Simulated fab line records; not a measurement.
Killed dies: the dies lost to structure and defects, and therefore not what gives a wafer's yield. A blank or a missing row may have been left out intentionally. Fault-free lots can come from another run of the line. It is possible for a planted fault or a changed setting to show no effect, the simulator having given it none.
Matching of chambers    flow n5Finfet    rieDiel-04 running N5_BEOL_M0_CUTY_ETCH_62: 4 sister chambers
The step etches SiARC in CF4, time 58.5 s. 16 wafers are shown with their chamber, then 8 later ones without.

== WAFERS, EACH WITH ITS CHAMBER ==
wafer   chamber  showerheadPlenumPTorr (Torr)  oesProductAu (a.u.)  throttleValvePct (%)
L080.2  0        2.12                          0.61                 15.78
L080.3  1        2.10                          0.78                 15.48
L080.6  2        2.17                          0.74                 15.55
L083.2  0        2.12                          0.61                 15.81
L083.3  2        2.17                          0.74                 15.58
L083.6  0        2.12                          0.61                 15.81
L084.2  1        2.10                          0.77                 15.49
L084.3  3        2.17                          0.74                 15.54
L084.4  0        2.12                          0.61                 15.82
L085.1  1        2.10                          0.77                 15.49
L085.2  2        2.17                          0.74                 15.58
L085.3  3        2.17                          0.73                 15.54
L088.2  1        2.10                          0.75                 15.50
L088.3  0        2.11                          0.60                 15.82
L088.5  1        2.10                          0.76                 15.50
L090.2  3        2.17                          0.73                 15.59

SIGNATURES, as means of the wafers listed above
reading                chamber 0  chamber 1  chamber 2  chamber 3  scatter within a chamber
showerheadPlenumPTorr  2.1180     2.1000     2.1700     2.1700     0.00258
oesProductAu           0.6080     0.7660     0.7400     0.7333     0.00745
throttleValvePct       15.8080    15.4920    15.5700    15.5567    0.0174
Rule: for each reading, subtract the chamber's mean from the wafer's reading, divide by that reading's scatter and square the result; add these up over the readings and take the root, which gives the wafer's distance from the chamber. If the next closest chamber is less than 2 further off than the closest, the wafer can't be placed; otherwise it belongs to the closest. The scatter is the square root of a quotient: the sum, over the shown wafers, of each reading's squared deviation from its chamber's mean, divided by wafers minus chambers.

== WAFERS WITHOUT THEIR CHAMBER ==
wafer   showerheadPlenumPTorr (Torr)  oesProductAu (a.u.)  throttleValvePct (%)
L090.3  2.17                          0.72                 15.60
L090.4  2.11                          0.60                 15.85
L094.1  2.17                          0.71                 15.59
L094.2  2.16                          0.72                 15.62
L094.3  2.11                          0.60                 15.85
L095.2  2.10                          0.73                 15.52
L095.3  2.16                          0.72                 15.62
L095.6  2.16                          0.72                 15.62

== CHAMBER TAKEN BY EACH ==
wafer   from the rows above      in truth
L090.3  can't be placed: 3 or 2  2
L090.4  0                        0
L094.1  can't be placed: 3 or 2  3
L094.2  can't be placed: 2 or 3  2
L094.3  0                        0
L095.2  1                        1
L095.3  can't be placed: 2 or 3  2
L095.6  can't be placed: 2 or 3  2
Correctly placed: 3 of 8. Can't be placed from these rows: 5 (the true chamber is among the candidates in 5). 0 placed wrongly.
